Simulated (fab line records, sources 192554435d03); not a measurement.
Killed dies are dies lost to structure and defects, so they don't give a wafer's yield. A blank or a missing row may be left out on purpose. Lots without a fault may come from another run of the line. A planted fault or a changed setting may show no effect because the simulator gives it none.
One fault seen from 2 desks | flow n5_finfet | each desk has only its own numbers; what lay behind them comes last

THE TOOL OWNER'S DESK: ald_sin-04
The tool's own readings at N5_BEOL_M4_ALD_98 (deposits SiO2, target thk 2.5 nm, pulse time 1 s, co reactant pulse time 1 s): means of the sampled wafers that have a number, for each lot that ran on this tool. A lot is out of limits, marked OUT, if its mean lies more than 4 standard deviations from the usual mean; the brackets give that distance.
Columns: A = heater_power_w at N5_BEOL_M4_ALD_98, usual 76 W; B = precursor_pulse_height_rel at N5_BEOL_M4_ALD_98, usual 0.998; C = susceptor_temp_C at N5_BEOL_M4_ALD_98, usual 100.00 C
lot  | first seen here | A  | B     | C
L335 | day 7 13:00     | 73 | 1.006 | 99.94
L336 | day 7 13:06     | 75 | 0.989 | 100.13
L339 | day 8 19:13     | 80 | 1.002 | -
L341 | day 8 21:47     | 80 | 0.996 | -
This desk's finding: nothing out of limits on any of the 4 lots.

THE METROLOGY DESK
What the gauges read, lot by lot, whatever tool the lot ran on: means of the sampled wafers that have a number. A lot is out of limits, marked OUT, if its mean lies more than 4 standard deviations from the usual mean; the brackets give that distance. Of its 11 readings 7 are shown: those that lie furthest out on some lot.
Columns: A = V3_OVL at N5_BEOL_M4_OVL_MEAS_29, usual 0.0 nm; B = DIBL_N at N5_BEOL_M4_RC_MEAS_101, usual 35.9 mV/V; C = IOFF_P at N5_BEOL_M4_RC_MEAS_101, usual 0.20 nA/um; D = ION_N at N5_BEOL_M4_RC_MEAS_101, usual 671 uA/um; E = ION_P at N5_BEOL_M4_RC_MEAS_101, usual 460 uA/um; F = SS_N at N5_BEOL_M4_RC_MEAS_101, usual 71.4 mV/dec; G = VT_P at N5_BEOL_M4_RC_MEAS_101, usual -251 mV
lot  | first seen here | A    | B    | C    | D   | E   | F    | G
L335 | day 7 12:08     | 0.3  | 34.6 | 0.15 | 658 | 450 | 70.4 | -257
L336 | day 7 12:23     | -0.9 | 35.7 | 0.20 | 669 | 459 | 71.0 | -250
L339 | day 8 18:40     | -0.2 | 33.6 | 0.18 | 667 | 457 | 71.0 | -253
L341 | day 8 21:22     | -0.2 | 36.2 | 0.18 | 664 | 452 | 71.6 | -255
L344 | day 9 20:11     | 0.3  | 34.2 | 0.18 | 664 | 464 | 70.8 | -250
L346 | day 10 15:31    | 0.2  | 35.9 | 0.23 | 662 | 463 | 71.3 | -249
L351 | day 11 12:07    | -0.4 | 36.5 | 0.18 | 666 | 457 | 71.3 | -253
L354 | day 12 07:07    | -0.0 | 34.9 | 0.19 | 658 | 456 | 71.4 | -250
L357 | day 13 01:39    | 0.1  | 38.2 | 0.25 | 687 | 470 | 71.7 | -247
This desk's finding: nothing out of limits on any of the 9 lots.

PUT TOGETHER
The tool owner's desk saw nothing out of limits.
The metrology desk saw nothing out of limits.

WHAT THE SIMULATOR HAD PUT IN
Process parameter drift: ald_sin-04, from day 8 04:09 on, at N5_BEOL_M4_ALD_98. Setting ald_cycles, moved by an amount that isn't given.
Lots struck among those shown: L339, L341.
